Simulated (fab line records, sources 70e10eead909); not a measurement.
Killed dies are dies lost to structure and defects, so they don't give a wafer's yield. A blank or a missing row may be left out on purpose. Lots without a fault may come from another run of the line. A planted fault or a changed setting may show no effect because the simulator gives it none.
Chamber matching | flow nand_harc | NHARC_P_M2_DEP_33 on pecvd-04: 3 sister chambers
The step deposits SiCN, target thk 30 nm. 6 wafers are shown with their chamber, then 9 later ones without.

WAFERS WITH THEIR CHAMBER
wafer  | chamber | heater_power_w (W)
L084.4 | 2       | 450
L085.2 | 0       | 552
L085.4 | 1       | 496
L087.3 | 1       | 481
L087.4 | 0       | 537
L087.6 | 2       | 498

WAFERS WITHOUT THEIR CHAMBER
wafer  | heater_power_w (W)
L094.1 | 541
L094.2 | 454
L094.4 | 446
L095.2 | 486
L095.5 | 492
L095.6 | 599
L096.2 | 553
L096.3 | 387
L096.5 | 508

WHICH CHAMBER EACH WENT THROUGH
wafer  | from the rows above          | in truth
L094.1 | 0                            | 0
L094.2 | can't be placed: 2 or 1      | 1
L094.4 | can't be placed: 2 or 1      | 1
L095.2 | can't be placed: 1 or 2      | 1
L095.5 | can't be placed: 1 or 2      | 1
L095.6 | 0                            | 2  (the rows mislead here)
L096.2 | 0                            | 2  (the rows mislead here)
L096.3 | can't be placed: 2 or 1      | 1
L096.5 | can't be placed: 1 or 2 or 0 | 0
Placed correctly: 1 of 9. Can't be placed from these rows: 6 (the true chamber is among the candidates in 6). Placed wrongly: 2.
How it was worked out, from the rows above alone: a wafer's distance from a chamber is the root of the sum, over the readings, of the square of ((its reading less the chamber's mean) divided by the reading's scatter). The wafer belongs to the nearest chamber; if the next one is less than 2 further off, it can't be placed. A chamber's mean is the mean of its shown wafers. The scatter: the root of (the sum of the squares of (reading less its chamber's mean) over the shown wafers, divided by (wafers less chambers)).
